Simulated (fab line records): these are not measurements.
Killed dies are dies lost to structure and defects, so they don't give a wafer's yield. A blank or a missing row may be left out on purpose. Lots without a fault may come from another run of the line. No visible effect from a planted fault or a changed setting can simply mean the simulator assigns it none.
What tool caused it? || flow nand_harc || 6 lots, 18 wafers sampled, at 4 steps of a route of 1159

== WHAT THE GAUGES SHOWED, per wafer ==
NHARC_A_ONON_D1_THK_MEAS_21: measures by ellipsometry.
{"lot": "L695", "measured": "day 8 18:08", "on": "film_metro-01", "thk_nm (nm)": "1004 1003 1004"}
{"lot": "L697", "measured": "day 9 03:03", "on": "film_metro-02", "thk_nm (nm)": "994 993 995"}
{"lot": "L703", "measured": "day 10 03:52", "on": "film_metro-01", "thk_nm (nm)": "1003 1003 1003"}
{"lot": "L706", "measured": "day 11 04:24", "on": "film_metro-01", "thk_nm (nm)": "1007 1005 1005"}
{"lot": "L711", "measured": "day 12 09:16", "on": "film_metro-02", "thk_nm (nm)": "996 994 996"}
{"lot": "L712", "measured": "day 12 14:56", "on": "film_metro-02", "thk_nm (nm)": "994 994 996"}

== WHICH TOOL RAN EACH LOT (tool, then ch and the chambers of the sampled wafers, then the start) ==
{"lot": "L695", "NHARC_P_BONDPAD_CMP_32": "cmp-02 ch 1,2,3, day 7 00:16", "NHARC_P_BONDPAD_ACTIVATE_29": "rie_diel-04 ch 1,3, day 7 04:11", "NHARC_A_ONON_D1_DEP_19": "pecvd_onon-03 ch 0, day 8 17:37"}
{"lot": "L697", "NHARC_P_BONDPAD_CMP_32": "cmp-04 ch 0,1,2, day 7 10:03", "NHARC_P_BONDPAD_ACTIVATE_29": "rie_diel-04 ch 0,2,3, day 7 13:44", "NHARC_A_ONON_D1_DEP_19": "pecvd_onon-04 ch 0, day 9 02:32"}
{"lot": "L703", "NHARC_P_BONDPAD_CMP_32": "cmp-04 ch 1,2, day 8 13:33", "NHARC_P_BONDPAD_ACTIVATE_29": "rie_diel-01 ch 0,1, day 8 17:12", "NHARC_A_ONON_D1_DEP_19": "pecvd_onon-03 ch 0, day 10 03:29"}
{"lot": "L706", "NHARC_P_BONDPAD_CMP_32": "cmp-02 ch 0,1, day 9 16:41", "NHARC_P_BONDPAD_ACTIVATE_29": "rie_diel-04 ch 0,3, day 9 20:25", "NHARC_A_ONON_D1_DEP_19": "pecvd_onon-02 ch 0, day 11 04:04"}
{"lot": "L711", "NHARC_P_BONDPAD_CMP_32": "cmp-01 ch 0,2,3, day 10 19:41", "NHARC_P_BONDPAD_ACTIVATE_29": "rie_diel-04 ch 1,2, day 10 23:26", "NHARC_A_ONON_D1_DEP_19": "pecvd_onon-04 ch 0, day 12 08:52"}
{"lot": "L712", "NHARC_P_BONDPAD_CMP_32": "cmp-04 ch 0,1,3, day 11 02:44", "NHARC_P_BONDPAD_ACTIVATE_29": "rie_diel-01 ch 2,3, day 11 06:24", "NHARC_A_ONON_D1_DEP_19": "pecvd_onon-04 ch 0, day 12 14:26"}
- NHARC_P_BONDPAD_CMP_32: polishes SiCN, target thk 200 nm.
- NHARC_P_BONDPAD_ACTIVATE_29: chemistry N2, time 60 s.
- NHARC_A_ONON_D1_DEP_19: target thk 1000 nm.

== THE ANSWER, worked out from the rows above alone ==
Rule: what is usual is taken from the lots themselves. The widest of any qualifying gaps counts: lots, ordered by their means at a reading, are off when they make up no more than a third of the lots, leave a main group of 4 or more, and stand apart from it by 3 or more times the standard deviation of that group's means. A main group whose means are all the same, to the digits that the tables above print for the reading, isn't used. Also off: a lot with no number at a reading for which 4 or more lots have one. All remaining lots with rows at the step are treated as sound.
Nothing can be told from this: no lot is off at any reading shown.

== WHAT THE SIMULATOR PUT IN ==
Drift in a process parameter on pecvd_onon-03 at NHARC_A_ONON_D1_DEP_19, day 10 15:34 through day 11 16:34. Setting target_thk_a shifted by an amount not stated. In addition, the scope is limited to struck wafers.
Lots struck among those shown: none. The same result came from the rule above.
